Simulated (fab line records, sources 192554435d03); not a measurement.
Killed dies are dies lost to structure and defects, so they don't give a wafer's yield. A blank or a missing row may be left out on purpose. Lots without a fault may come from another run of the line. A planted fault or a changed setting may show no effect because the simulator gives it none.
Chamber matching | flow n5_finfet | N5_BEOL_M3_DESCUM_33 on rie_diel-02: 4 sister chambers
The step chemistry O2, time 7 s. 4 wafers are shown with their chamber, then 12 later ones without.

WAFERS WITH THEIR CHAMBER
wafer  | chamber | drypump_motor_current_A (A)
L087.4 | 1       | 5.7
L089.2 | 2       | 6.4
L089.4 | 3       | 5.4
L089.6 | 0       | 5.4

WAFERS WITHOUT THEIR CHAMBER
wafer  | drypump_motor_current_A (A)
L090.3 | 5.7
L090.5 | 5.4
L090.6 | 6.4
L093.2 | 5.4
L093.4 | 5.7
L093.5 | 6.4
L096.1 | 6.5
L096.2 | 5.7
L096.3 | 5.4
L097.1 | 5.7
L097.2 | 6.4
L097.6 | 6.4

WHICH CHAMBER EACH WENT THROUGH
wafer  | from the rows above     | in truth
L090.3 | 1                       | 1
L090.5 | can't be placed: 0 or 3 | 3
L090.6 | 2                       | 2
L093.2 | can't be placed: 0 or 3 | 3
L093.4 | 1                       | 1
L093.5 | 2                       | 2
L096.1 | 2                       | 2
L096.2 | 1                       | 1
L096.3 | can't be placed: 0 or 3 | 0
L097.1 | 1                       | 1
L097.2 | 2                       | 2
L097.6 | 2                       | 2
Placed correctly: 9 of 12. Can't be placed from these rows: 3 (the true chamber is among the candidates in 3). Placed wrongly: 0.
How it was worked out, from the rows above alone: a wafer's distance from a chamber is the root of the sum, over the readings, of the square of ((its reading less the chamber's mean) divided by the reading's scatter). The wafer belongs to the nearest chamber; if the next one is less than 2 further off, it can't be placed. A chamber's mean is the mean of its shown wafers. The scatter: with one shown wafer a chamber, the root of the mean of the squares of how far each hidden wafer lies from its nearest shown one.
